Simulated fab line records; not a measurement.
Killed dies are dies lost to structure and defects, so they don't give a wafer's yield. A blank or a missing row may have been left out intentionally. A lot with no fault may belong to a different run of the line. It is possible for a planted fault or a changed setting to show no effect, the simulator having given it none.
fab line records    flow n5Finfet
record: lots: 5  wafers: 15  lastDay: 18
route steps=1938 shown BEOL_M0@739 BEOL_M1@751 BEOL_M4@1111 PASSIVATION@1936
lots that met no fault: taken from a fault-free run of the same line
startH: hours from the record's opening day to when the first of the lot's shown wafers began    waitH: how many hours have passed since the lot's step before this one    " the same as in the row above    L1.1+2: one row covering several wafers at once    - either no value or no given start    * or withheld: withheld    < > ~ a bound
route shown NAME@n: names a module that has steps shown in the file, with the first one's number in the route    usual: the fault-free wafers' mean and standard deviation    same: alike in all rows    chamber/n: place in a boat    sites: readings site by site    _std_site: standard deviation across them    _edge_site: outer sites' mean less inner sites'    radiusMm: how far each site lies from the wafer's centre    mask NAME#n: copy n    behind: tool/chamber where the wafer was last shaped    hold: cause of the lot's hold/its duration in hours/its outcome    device: names the non-switching transistor (n, p or np)    end of line: the same wafers' tests at the end of the route    a step without rows: its recipe alone    killed: the dies lost at the first sort to structure and to defects; this is not the yield of the wafer    map: per-die view of a wafer (x killed, . not killed, _ where there is no die)
set.NAME: setting as actually run; set.NAME@STEP: the setting as run at that earlier step    model.NAME: the simulator's own value behind a step, which no gauge read
lots at selected steps of the route; one table per step, one row per wafer
services: a tool's chamber out of use, with start hour (startH, from the record's first day; less than 0 if before it), hours out, and reason
== steps ==
step: N5_BEOL_M0_ANNEAL_135
recipe: tempC: 400  timeS: 60  ambient: vacuum
step: N5_BEOL_M0_SPUTTER_141
recipe: material: Cu  targetThkA: 40  tempC: -20  chamberPressurePa: 0.07  powerW: withheld  timeS: 7.37
step: N5_BEOL_M0_ECD_118
recipe: material: Cu  targetThkA: 3000
step: N5_BEOL_M0_ANNEAL_119
recipe: tempC: 225  timeS: 90  ambient: N2
step: N5_BEOL_M0_CMP_120
recipe: stopOn: SiOC  tOverpolishS: 6.9  downForcePsi: 1  platenRpm: 50  clearingPlatenDownForcePsi: 1.5  clearingPlatenRpm: 50  postCmpClean: cuAlkaline  clearingPlatenPadVelocityMS: 0.99484  padVelocityMS: 0.99484
step: N5_BEOL_M0_PRE_CLEAN_131
recipe: gas: NH3/H2  timeS: 15  tempC: *  rfPowerW: 300
step: N5_BEOL_M0_CO_CAP_123
recipe: material: Co  targetThkA: 20  tempC: 200  precursor: CCTBA/H2  pressureTorr: 30  timeS: 102.1
step: N5_BEOL_M0_PRE_CLEAN_124
recipe: gas: NH3  timeS: 15  tempC: withheld  rfPowerW: 300
step: N5_BEOL_M0_DEP_125
recipe: material: SiCN  targetThkA: 80  tempC: withheld  precursor: 3MS/NH3  pressureTorr: 3  rfW: 202  timeS: 14
step: N5_BEOL_M1_ILD_DEP_00
recipe: material: SiOC  targetThkA: 790  tempC: 350  precursor: DEMS/O2  pressureTorr: 5  rfW: 500  timeS: 15.3
usual: heaterPowerW: 480/110  showerheadPlenumPTorr: 5.697/0.017  throttleValvePct: 12.0/0.64
lot.wafer  tool      chamber  startH  waitH  heaterPowerW  showerheadPlenumPTorr  sinceWetCleanH  throttleValvePct  model.SiOC_of_BEOL_M1_ILD_DEP_00.thkNm
L366.2     pecvd-01  0        142.89  0.0    512           5.670                  1028            12.4              77.2
L366.5     "         2        "       "      639           5.710                  -               11.3              78.4
L366.6     "         0        "       "      512           5.678                  -               12.2              78.4
L372.2     pecvd-01  0        175.52  0.0    453           5.669                  1061            12.4              76.6
L372.5     "         0        "       "      448           5.679                  -               12.4              78
L372.6     "         2        "       "      602           5.709                  -               11.3              119.4
L373.2     pecvd-01  0        184.82  0.0    484           5.664                  1070            12.3              78
L373.4     "         1        "       "      345           5.706                  -               11.9              79
L373.6     "         2        "       "      669           5.689                  -               11.2              119.6
L374.2     pecvd-01  0        195.78  0.0    508           5.672                  1081            12.2              77.6
L374.4     "         1        "       "      396           5.710                  -               12.2              78.4
L374.6     "         0        "       "      528           5.667                  -               12.4              119.4
L384.2     pecvd-02  0        251.97  0.0    364           5.678                  775             12.1              78.4
L384.3     "         1        "       "      510           5.702                  1500            12.7              79.4
L384.4     "         1        "       "      510           5.689                  -               12.6              81
step: N5_BEOL_M1_THK_MEAS_01
recipe: reads: SiOC_of_BEOL_M1_ILD_DEP_00
usual: M1_ILD_THK: 78.5/1.2
lot.wafer  tool          chamber  startH  waitH  M1_ILD_THK[nm]
L366.2     filmMetro-02  -        142.95  0.1    77.1
L366.5     "             -        "       "      78.5
L366.6     "             -        "       "      78.3
L372.2     filmMetro-01  -        175.59  0.1    76.7
L372.5     "             -        "       "      78.0
L372.6     "             -        "       "      119.5
L373.2     filmMetro-02  -        184.88  0.1    78.1
L373.4     "             -        "       "      79.0
L373.6     "             -        "       "      119.7
L374.2     filmMetro-01  -        195.85  0.1    77.6
L374.4     "             -        "       "      78.4
L374.6     "             -        "       "      119.4
L384.2     filmMetro-02  -        252.04  0.1    78.4
L384.3     "             -        "       "      79.5
L384.4     "             -        "       "      80.9
step: N5_BEOL_M1_PECVD_72
recipe: material: SiO2  targetThkA: 160  tempC: 400  precursor: TEOS/O2  pressureTorr: 5.5  rfW: 450  teosFlowSccm: 53.8  gas: O2  flowSccm: 3000  timeS: 18
step: N5_BEOL_M1_HM_DEP_02
recipe: material: TiN  targetThkA: 200  tempC: 25  chamberPressurePa: 0.49996
step: N5_BEOL_M1_COAT_61
recipe: resist: SOC  tempC: 250  timeS: 60  spinRpm: 1500  resistThkNm: 60
step: N5_BEOL_M1_COAT_62
recipe: resist: SiARC  tempC: 220  timeS: 60  spinRpm: 1500  resistThkNm: 12
step: N5_BEOL_M1_COAT_73
recipe: resist: underlayer  tempC: 205  timeS: 60  spinRpm: 1500  resistThkNm: 5
step: N5_BEOL_M1_COAT_05
recipe: resist: CAR-EUV  spinRpm: 1500  resistThkNm: 30
step: N5_BEOL_M1_EBR_07
recipe: solvent: PGMEA  ebrWidthMm: 1.5
step: N5_BEOL_M1_SOFTBAKE_06
recipe: tempC: 110  timeS: 60  resist: CAR-EUV
step: N5_BEOL_M1_EXPOSE_08
recipe: maskId: M1  na: 0.33  sourceShape: dipole  sigmaInner: 0.369  sigmaOuter: 0.767  polarization: unpolarized  doseMj: 33
step: N5_BEOL_M1_PEB_09
recipe: pebTempC: 100  pebTimeS: 60  resist: CAR-EUV
step: N5_BEOL_M1_DEVELOP_10
recipe: developTimeS: 30  developer: TMAH  resist: CAR-EUV  rinseLiquid: surfactantRinse  dry: airSpin  devTempC: 23
step: N5_BEOL_M1_DESCUM_16
recipe: chemistry: O2  timeS: 7  sourcePowerW: 50  biasPowerW: 20  pressureMtorr: 20  rfFrequencyHz: 2.712e+07  tempC: 40  resist: CAR-EUV  o2FlowSccm: 225
step: N5_BEOL_M1_ETCH_74
recipe: chemistry: N2/H2  target: underlayer  targetDepthA: 65  maskMaterial: CAR-EUV  timeS: 5.2  ionEnergyEv: 200  pressureMtorr: 30  sourceW: 840  biasW: 150  n2FlowSccm: 200  h2FlowSccm: 200  ends: cleared
step: N5_BEOL_M1_ETCH_63
recipe: chemistry: CF4  target: SiARC  targetDepthA: 156  maskMaterial: CAR-EUV  timeS: 26  ionEnergyEv: 80  pressureMtorr: 40  sourceW: 545  biasW: 36  Ar_flow_sccm: 100  cf4FlowSccm: 100  ends: cleared
step: N5_BEOL_M1_ETCH_64
recipe: chemistry: N2/H2  target: SOC  targetDepthA: 750  overetchA: 150  maskMaterial: SiARC  tempC: 40  timeS: 112.5  ionEnergyEv: 200  pressureMtorr: 30  sourceW: 840  biasW: 150  n2FlowSccm: 200  h2FlowSccm: 200
step: N5_BEOL_M1_STRIP_65
recipe: chemistry: N2/H2  tempC: 40  n2FlowSccm: 200  h2FlowSccm: 200  rfFrequencyHz: 6e+07
step: N5_BEOL_M1_STRIP_75
recipe: chemistry: N2/H2  tempC: 40  n2FlowSccm: 200  h2FlowSccm: 200  rfFrequencyHz: 6e+07
step: N5_BEOL_M1_STRIP_66
recipe: chemistry: CF4  resist: SiARC  powerW: 300  biasPowerW: 75  pressureMtorr: 50  cf4FlowSccm: 150  rfFrequencyHz: 6e+07
step: N5_BEOL_M1_HM_OPEN_17
recipe: chemistry: Cl2/BCl3  targetDepthA: 200  overetchA: 60  target: TiN  maskMaterial: SOC  ionEnergyEv: 150  pressureMtorr: 10  icpW: 1000  biasW: 126  Cl2_flow_sccm: 53.25  bcl3FlowSccm: 21.75  Ar_flow_sccm: 25
step: N5_BEOL_M1_STRIP_19
recipe: chemistry: O2  powerW: 400  tempC: 40  pressureMtorr: 30  rfFrequencyHz: 6e+07  biasPowerW: 0  overashFraction: 0.2  o2FlowSccm: 225
step: N5_BEOL_M1_COAT_67
recipe: resist: SOC  tempC: 250  timeS: 60  spinRpm: 1500  resistThkNm: 60
step: N5_BEOL_M1_COAT_68
recipe: resist: SiARC  tempC: 220  timeS: 60  spinRpm: 1500  resistThkNm: 12
step: N5_BEOL_M1_COAT_76
recipe: resist: underlayer  tempC: 205  timeS: 60  spinRpm: 1500  resistThkNm: 5
step: N5_BEOL_M1_COAT_22
recipe: resist: CAR-EUV  spinRpm: 1500  resistThkNm: 30
step: N5_BEOL_M1_CMP_52
recipe: stopOn: SiOC  tOverpolishS: 6.8  downForcePsi: 1  platenRpm: 50  clearingPlatenDownForcePsi: 1.5  clearingPlatenRpm: 50  postCmpClean: cuAlkaline  targetThkNm: 40  clearingPlatenPadVelocityMS: 0.99484  padVelocityMS: 0.99484
usual: motorCurrentA: 5.8/0.62  retainingRingPressureFrac: 1.000/0.0054
lot.wafer  tool    chamber  startH  waitH  motorCurrentA  retainingRingPressureFrac  model.Cu_of_BEOL_M1_ECD_50.thkNm  model.SiOC_of_BEOL_M1_ILD_DEP_00.thkNm
L366.2     cmp-02  3        152.53  0.2    6.4            0.999                      40                                76.2
L366.5     "       3        "       "      6.4            0.996                      41                                77.4
L366.6     "       0        "       "      6.4            0.997                      38.8                              77.4
L372.2     cmp-01  0        188.00  0.5    5.8            0.995                      34.8                              75.6
L372.5     "       2        "       "      6.0            0.997                      38                                77
L372.6     "       3        "       "      5.4            0.998                      81.4                              118.4
L373.2     cmp-04  2        192.56  0.3    6.7            0.993                      39.8                              77
L373.4     "       3        "       "      6.1            1.007                      41.2                              78
L373.6     "       0        "       "      5.2            1.003                      81.2                              118.6
L374.2     cmp-02  1        206.64  0.3    7.0            0.999                      37.8                              76.6
L374.4     "       2        "       "      6.2            0.996                      38.8                              77.4
L374.6     "       0        "       "      6.0            0.991                      79                                118.4
L384.2     cmp-04  1        262.33  0.2    5.2            0.985                      39.6                              77.4
L384.3     "       2        "       "      6.3            1.000                      41                                78.6
L384.4     "       3        "       "      5.9            0.998                      43.6                              80
step: N5_BEOL_M4_RC_MEAS_101
usual: DIBL_N: 36.6/2.3  DIBL_P: 36.3/2.8  IOFF_N: 0.17/0.047  IOFF_P: 0.22/0.048  ION_N: 676/14  ION_P: 463/9.4  SS_N: 71.6/0.84  SS_P: 73.4/0.85  VT_N: 249/3.7  VT_P: -249/3.6
lot.wafer  tool       chamber  startH  waitH  DIBL_N[mV/V]  DIBL_P[mV/V]  IOFF_N[nA/um]  IOFF_P[nA/um]  ION_N[uA/um]  ION_P[uA/um]  SS_N[mV/dec]  SS_P[mV/dec]  VT_N[mV]  VT_P[mV]
L366.2     prober-02  0        188.24  0.2    36.8          37.8          0.18           0.22           691           469           71.6          73.3          247       -252
L366.5     "          0        "       "      35.6          36.3          0.16           0.19           692           468           70.5          72.8          248       -251
L366.6     "          0        "       "      40.8          41.1          0.22           0.26           667           453           72.5          74.5          246       -250
L372.2     prober-01  0        228.60  0.2    36.1          35.6          0.14           0.18           659           454           71.6          73.1          252       -252
L372.5     "          0        "       "      36.7          36.9          0.15           0.21           682           471           71.1          73.7          253       -248
L373.2     prober-02  0        228.86  0.2    34.3          33.6          0.12           0.16           646           442           70.7          72.3          253       -254
L373.4     "          0        "       "      40.3          41.2          0.26           0.28           683           465           72.1          73.7          245       -244
L374.2     prober-01  0        238.38  0.2    38.3          38.5          0.21           0.26           681           462           70.8          73.8          244       -245
L374.4     "          0        "       "      35.8          35.0          0.16           0.21           667           457           70.3          72.9          247       -250
L384.2     prober-01  0        309.97  0.2    39.6          39.5          0.21           0.24           679           456           72.4          75.8          249       -250
L384.3     "          0        "       "      35.6          33.8          0.14           0.17           671           456           71.0          74.0          250       -251
L384.4     "          0        "       "      39.6          40.1          0.22           0.25           686           463           71.7          74.7          244       -249
step: N5_PASSIVATION_PROBE_49
usual: defectLimitedYield: 91.5/1.5  killed_at_M0_to_M3: 33/9.9  killed_at_M4_up: 14/5.2  killedAtContacts: 11/5.2  killedAtFrontEnd: 38/10  killedAtOther: 4/3.5  killedDies: 100/18  killedOnRim: 13/4.1  killedOpen: 66/14  killedShort: 32/6.9  sort_bin_4_leakage: 0.00/0.027  sort_bin_5_function: 5.0/1  sort_bin_6_memory: 3.1/0.69  sort_bin_8_speed: 0.03/0.26  sortNPass: 1080/18  sortYieldPct: 91.5/1.5
same: grossDies: 1180  killedAtBackSide: 0
lot.wafer  tool       chamber  startH  waitH  defectLimitedYield[%]  killed_at_M0_to_M3  killed_at_M4_up  killedAtContacts  killedAtFrontEnd  killedAtOther  killedDies  killedOnRim  killedOpen  killedShort  sort_bin_4_leakage[%]  sort_bin_5_function[%]  sort_bin_6_memory[%]  sort_bin_8_speed[%]  sortNPass  sortYieldPct[%]
L366.2     prober-01  -        297.56  0.1    91.9                   39                  6                9                 38                3              95          9            66          29           0                      4.8                     3.2                   0                    1085       91.9
L366.5     prober-01  -        297.71  0.2    91.5                   47                  11               13                26                3              100         11           64          36           0                      5.3                     2.9                   0                    1080       91.5
L366.6     prober-01  -        297.76  0.3    91.6                   28                  19               17                34                1              99          13           67          32           0                      5.7                     2.5                   0                    1081       91.6
L372.2     prober-01  -        347.09  0.1    90.3                   47                  13               23                32                0              115         13           77          38           0                      5.3                     4.0                   0                    1065       90.3
L372.5     prober-01  -        347.24  0.2    90.5                   26                  18               17                50                1              112         15           69          40           0                      6.0                     2.8                   0                    1068       90.5
L372.6     prober-01  -        347.29  0.3    0                      1083                17               14                62                4              1180        152          106         49           0                      95.6                    4.0                   0                    0          0
L374.2     prober-02  -        347.66  0.1    88.9                   49                  7                18                52                5              131         19           82          47           0                      6.8                     3.9                   0                    1049       88.9
L374.4     prober-02  -        347.76  0.2    92.5                   24                  12               10                42                1              89          7            52          26           0                      4.2                     2.0                   0                    1091       92.5
L374.6     prober-02  -        347.86  0.3    0                      1113                24               3                 36                4              1180        152          61          31           0                      96.9                    3.0                   0                    0          0
L373.2     prober-02  -        348.25  0.1    91.9                   33                  7                5                 47                4              96          15           70          24           0                      4.9                     3.0                   0.17                 1082       91.7
L373.6     prober-02  -        348.45  0.3    0                      1116                7                9                 43                5              1180        152          65          35           0                      96.8                    3.0                   0                    0          0
L384.2     prober-01  -        421.66  0.1    91.5                   37                  9                14                39                1              100         10           76          24           0                      4.5                     3.6                   0                    1080       91.5
L384.3     prober-01  -        421.71  0.1    89.6                   47                  11               17                41                7              123         16           83          40           0                      5.3                     4.7                   0                    1057       89.6
L384.4     prober-01  -        421.76  0.2    90.4                   37                  17               15                42                2              113         10           79          32           0                      5.8                     3.6                   0                    1067       90.4
killed by level:class
L366.2 DUMMY_GATE:geometricParticle:open=10 BEOL_M0_SAQP:geometricParticle:short=10 BEOL_M1:geometricParticle:open=9 MOL_CONTACT_COAG:geometricParticle:open=8 BEOL_M0_SAQP:geometricParticle:open=8 STI_FIN_REVEAL:geometricParticle:open=6 FIN_SAQP:geometricParticle:open=4 BEOL_M2:geometricParticle:open=4
L366.5 BEOL_M0_SAQP:geometricParticle:short=12 BEOL_M0_SAQP:geometricParticle:open=10 FIN_SAQP:geometricParticle:open=9 MOL_CONTACT_COAG:geometricParticle:open=9 BEOL_M1:geometricParticle:short=7 BEOL_M2:geometricParticle:open=7 BEOL_M3:geometricParticle:open=5 MOL_CONTACT_COAG:geometricParticle:short=4
L366.6 MOL_CONTACT_COAG:geometricParticle:open=12 FIN_SAQP:geometricParticle:open=8 BEOL_M2:geometricParticle:open=7 BEOL_M3:geometricParticle:open=7 BEOL_M4:geometricParticle:open=6 FIN_SAQP:geometricParticle:short=5 BEOL_M0_SAQP:geometricParticle:short=5 MOL_CONTACT_COAG:geometricParticle:short=5
L372.2 MOL_CONTACT_COAG:geometricParticle:open=19 BEOL_M0_SAQP:geometricParticle:short=15 BEOL_M0_SAQP:geometricParticle:open=11 BEOL_M3:geometricParticle:open=10 BEOL_M4:geometricParticle:open=6 GATE_CUT:geometricParticle:open=5 DUMMY_GATE:geometricParticle:open=4 GATE_CUT:geometricParticle:short=4
L372.5 MOL_CONTACT_COAG:geometricParticle:open=12 STI_FIN_REVEAL:geometricParticle:open=10 GATE_CUT:geometricParticle:short=9 DUMMY_GATE:geometricParticle:open=7 BEOL_M4:geometricParticle:open=7 BEOL_M0_SAQP:geometricParticle:short=6 BEOL_M1:geometricParticle:open=6 FIN_SAQP:geometricParticle:short=5
L372.6 BEOL_M1:areaEtch=1024 BEOL_M0_SAQP:geometricParticle:open=27 FIN_SAQP:geometricParticle:open=16 STI_FIN_REVEAL:geometricParticle:open=14 BEOL_M0_SAQP:geometricParticle:short=14 MOL_CONTACT_COAG:geometricParticle:open=11 FIN_SAQP:geometricParticle:short=8 GATE_CUT:geometricParticle:short=8
L374.2 MOL_CONTACT_COAG:geometricParticle:open=14 BEOL_M2:geometricParticle:open=13 DUMMY_GATE:geometricParticle:open=10 BEOL_M0_SAQP:geometricParticle:short=10 BEOL_M1:geometricParticle:open=10 FIN_SAQP:geometricParticle:short=6 BEOL_M3:geometricParticle:open=6 FIN_SAQP:geometricParticle:open=5
L374.4 HKMG_FIN:areaEtch=10 STI_FIN_REVEAL:geometricParticle:open=9 MOL_CONTACT_COAG:geometricParticle:open=9 GATE_CUT:geometricParticle:short=7 BEOL_M0_SAQP:geometricParticle:short=6 BEOL_M0_SAQP:geometricParticle:open=5 FIN_SAQP:geometricParticle:short=4 BEOL_M1:geometricParticle:open=4
L374.6 BEOL_M1:areaEtch=1088 GATE_CUT:geometricParticle:short=7 BEOL_M2:geometricParticle:open=7 BEOL_M4:geometricParticle:open=6 FIN_SAQP:geometricParticle:short=5 FIN_SAQP:geometricParticle:open=5 BEOL_M0:geometricParticle:open=5 STI_FIN_REVEAL:geometricParticle:open=4
L373.2 STI_FIN_REVEAL:geometricParticle:open=14 FIN_SAQP:geometricParticle:open=11 BEOL_M1:geometricParticle:open=9 BEOL_M0_SAQP:geometricParticle:open=7 BEOL_M3:geometricParticle:open=6 FIN_SAQP:geometricParticle:short=5 GATE_CUT:geometricParticle:short=4 BEOL_M0_SAQP:geometricParticle:short=4
L373.6 BEOL_M1:areaEtch=1080 BEOL_M0_SAQP:geometricParticle:open=14 STI_FIN_REVEAL:geometricParticle:open=11 BEOL_M0_SAQP:geometricParticle:short=10 FIN_SAQP:geometricParticle:short=7 MOL_CONTACT_COAG:geometricParticle:open=7 FIN_SAQP:geometricParticle:open=5 BEOL_M1:geometricParticle:open=5
L384.2 STI_FIN_REVEAL:geometricParticle:open=12 BEOL_M3:geometricParticle:open=12 MOL_CONTACT_COAG:geometricParticle:open=10 DUMMY_GATE:geometricParticle:open=9 BEOL_M0_SAQP:geometricParticle:open=8 BEOL_M2:geometricParticle:open=8 GATE_CUT:geometricParticle:short=4 MOL_CONTACT_COAG:geometricParticle:short=4
L384.3 BEOL_M3:geometricParticle:open=15 MOL_CONTACT_COAG:geometricParticle:open=15 FIN_SAQP:geometricParticle:open=14 BEOL_M0_SAQP:geometricParticle:open=10 BEOL_M3:geometricParticle:short=7 FIN_SAQP:geometricParticle:short=6 BEOL_M0_SAQP:geometricParticle:short=6 STARTING-WAFER:geometricParticle:short=5
L384.4 MOL_CONTACT_COAG:geometricParticle:open=13 STI_FIN_REVEAL:geometricParticle:open=11 BEOL_M3:geometricParticle:open=11 FIN_SAQP:geometricParticle:open=7 FIN_SAQP:geometricParticle:short=6 BEOL_M0_SAQP:geometricParticle:short=6 BEOL_M2:geometricParticle:open=6 BEOL_M3:geometricParticle:short=5
map L372.6 (x killed, . not)
_________________xxxxxxxxxxxx________________
______________xxxxxxxxxxxxxxxxxx_____________
___________xxxxxxxxxxxxxxxxxxxxxxxx__________
__________xxxxxxxxxxxxxxxxxxxxxxxxxx_________
________xxxxxxxxxxxxxxxxxxxxxxxxxxxxxx_______
_______xxxxxxxxxxxxxxxxxxxxxxxxxxxxxxxx______
______xxxxxxxxxxxxxxxxxxxxxxxxxxxxxxxxxx_____
_____xxxxxxxxxxxxxxxxxxxxxxxxxxxxxxxxxxxx____
____xxxxxxxxxxxxxxxxxxxxxxxxxxxxxxxxxxxxxx___
___xxxxxxxxxxxxxxxxxxxxxxxxxxxxxxxxxxxxxxxx__
___xxxxxxxxxxxxxxxxxxxxxxxxxxxxxxxxxxxxxxxx__
__xxxxxxxxxxxxxxxxxxxxxxxxxxxxxxxxxxxxxxxxxx_
__xxxxxxxxxxxxxxxxxxxxxxxxxxxxxxxxxxxxxxxxxx_
_xxxxxxxxxxxxxxxxxxxxxxxxxxxxxxxxxxxxxxxxxxxx
_xxxxxxxxxxxxxxxxxxxxxxxxxxxxxxxxxxxxxxxxxxxx
_xxxxxxxxxxxxxxxxxxxxxxxxxxxxxxxxxxxxxxxxxxxx
_xxxxxxxxxxxxxxxxxxxxxxxxxxxxxxxxxxxxxxxxxxxx
_xxxxxxxxxxxxxxxxxxxxxxxxxxxxxxxxxxxxxxxxxxxx
_xxxxxxxxxxxxxxxxxxxxxxxxxxxxxxxxxxxxxxxxxxxx
_xxxxxxxxxxxxxxxxxxxxxxxxxxxxxxxxxxxxxxxxxxxx
_xxxxxxxxxxxxxxxxxxxxxxxxxxxxxxxxxxxxxxxxxxxx
__xxxxxxxxxxxxxxxxxxxxxxxxxxxxxxxxxxxxxxxxxx_
__xxxxxxxxxxxxxxxxxxxxxxxxxxxxxxxxxxxxxxxxxx_
___xxxxxxxxxxxxxxxxxxxxxxxxxxxxxxxxxxxxxxxx__
___xxxxxxxxxxxxxxxxxxxxxxxxxxxxxxxxxxxxxxxx__
____xxxxxxxxxxxxxxxxxxxxxxxxxxxxxxxxxxxxxx___
_____xxxxxxxxxxxxxxxxxxxxxxxxxxxxxxxxxxxx____
______xxxxxxxxxxxxxxxxxxxxxxxxxxxxxxxxxx_____
_______xxxxxxxxxxxxxxxxxxxxxxxxxxxxxxxx______
________xxxxxxxxxxxxxxxxxxxxxxxxxxxxxx_______
__________xxxxxxxxxxxxxxxxxxxxxxxxxx_________
___________xxxxxxxxxxxxxxxxxxxxxxxx__________
______________xxxxxxxxxxxxxxxxxx_____________
_________________xxxxxxxxxxxx________________
map L373.6 (x killed, . not)
_________________xxxxxxxxxxxx________________
______________xxxxxxxxxxxxxxxxxx_____________
___________xxxxxxxxxxxxxxxxxxxxxxxx__________
__________xxxxxxxxxxxxxxxxxxxxxxxxxx_________
________xxxxxxxxxxxxxxxxxxxxxxxxxxxxxx_______
_______xxxxxxxxxxxxxxxxxxxxxxxxxxxxxxxx______
______xxxxxxxxxxxxxxxxxxxxxxxxxxxxxxxxxx_____
_____xxxxxxxxxxxxxxxxxxxxxxxxxxxxxxxxxxxx____
____xxxxxxxxxxxxxxxxxxxxxxxxxxxxxxxxxxxxxx___
___xxxxxxxxxxxxxxxxxxxxxxxxxxxxxxxxxxxxxxxx__
___xxxxxxxxxxxxxxxxxxxxxxxxxxxxxxxxxxxxxxxx__
__xxxxxxxxxxxxxxxxxxxxxxxxxxxxxxxxxxxxxxxxxx_
__xxxxxxxxxxxxxxxxxxxxxxxxxxxxxxxxxxxxxxxxxx_
_xxxxxxxxxxxxxxxxxxxxxxxxxxxxxxxxxxxxxxxxxxxx
_xxxxxxxxxxxxxxxxxxxxxxxxxxxxxxxxxxxxxxxxxxxx
_xxxxxxxxxxxxxxxxxxxxxxxxxxxxxxxxxxxxxxxxxxxx
_xxxxxxxxxxxxxxxxxxxxxxxxxxxxxxxxxxxxxxxxxxxx
_xxxxxxxxxxxxxxxxxxxxxxxxxxxxxxxxxxxxxxxxxxxx
_xxxxxxxxxxxxxxxxxxxxxxxxxxxxxxxxxxxxxxxxxxxx
_xxxxxxxxxxxxxxxxxxxxxxxxxxxxxxxxxxxxxxxxxxxx
_xxxxxxxxxxxxxxxxxxxxxxxxxxxxxxxxxxxxxxxxxxxx
__xxxxxxxxxxxxxxxxxxxxxxxxxxxxxxxxxxxxxxxxxx_
__xxxxxxxxxxxxxxxxxxxxxxxxxxxxxxxxxxxxxxxxxx_
___xxxxxxxxxxxxxxxxxxxxxxxxxxxxxxxxxxxxxxxx__
___xxxxxxxxxxxxxxxxxxxxxxxxxxxxxxxxxxxxxxxx__
____xxxxxxxxxxxxxxxxxxxxxxxxxxxxxxxxxxxxxx___
_____xxxxxxxxxxxxxxxxxxxxxxxxxxxxxxxxxxxx____
______xxxxxxxxxxxxxxxxxxxxxxxxxxxxxxxxxx_____
_______xxxxxxxxxxxxxxxxxxxxxxxxxxxxxxxx______
________xxxxxxxxxxxxxxxxxxxxxxxxxxxxxx_______
__________xxxxxxxxxxxxxxxxxxxxxxxxxx_________
___________xxxxxxxxxxxxxxxxxxxxxxxx__________
______________xxxxxxxxxxxxxxxxxx_____________
_________________xxxxxxxxxxxx________________
== services ==
tool      chamber  startH  hours  kind
pecvd-02  2        125.40  18.7   repair
cmp-02    -        134.88  1.3    repair
cmp-01    -        138.32  6.1    repair
cmp-04    -        143.20  1.9    repair
cmp-04    -        154.83  6.4    pm
pecvd-02  2        202.38  -      clean
pecvd-02  2        202.38  -      consumableReplace:showerhead
pecvd-02  2        202.38  29.0   scheduledDown
pecvd-02  2        202.38  29.0   ventCycle
pecvd-01  0        205.06  5.5    scheduledDown
cmp-04    -        213.83  0.9    repair
cmp-01    -        213.90  4.0    pm
cmp-01    -        217.90  -      consumableReplace:conditioner
cmp-01    -        217.90  -      consumableReplace:pad
pecvd-01  -        218.10  1.0    repair
cmp-04    -        233.19  1.7    repair
cmp-01    -        236.25  10.6   pm
cmp-02    -        252.02  4.6    pm
cmp-01    -        257.26  2.1    repair
cmp-02    -        259.66  5.2    repair
== key ==
firstSign: step: N5_BEOL_M1_THK_MEAS_01  reading: M1_ILD_THK  direction: up  sigmas: 35  usual: 78.5  struck: 119.5
effect: step: N5_PASSIVATION_PROBE_49  reading: killed_at_M0_to_M3  direction: up  sigmas: 99+  usual: 33  struck: 1104
modelEffect: step: N5_BEOL_M1_ILD_DEP_00  value: SiOC_of_BEOL_M1_ILD_DEP_00.thkNm  without: 79  struck: 119.5
modelEffect: step: N5_BEOL_M1_CMP_52  value: Cu_of_BEOL_M1_ECD_50.thkNm  without: 40  struck: 80.53
moreKillsBornAt: N5_BEOL_M1_ETCH_41@rieDiel-05: 2168  N5_BEOL_M1_ETCH_41@rieDiel-06: 1024
metAt N5_BEOL_M1_ILD_DEP_00
struckWafers L372.6,L373.6,L374.6
laterRowsLeftOut L372.6,L373.6,L374.6
baselineLoss: step: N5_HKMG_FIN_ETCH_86  wafers: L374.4
onsetBetween 142.89 175.52
fault: kind: processParameterDrift  tool: pecvd-01  chamber: -  onsetH: 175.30  steps: N5_BEOL_M1_ILD_DEP_00  channel: timeS  offset: *  shape: step  endH: 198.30  scope: struckWafersOnly  actsIn: *  stated: *
laterRowsLeftOut: the simulator's readings of these wafers behind a module that went badly wrong aren't trusted and aren't shown, but for the sort
baselineLoss: these wafers lose ten dies or more at that step, a loss of the line's own and not of a fault; the sort's usual values leave them out
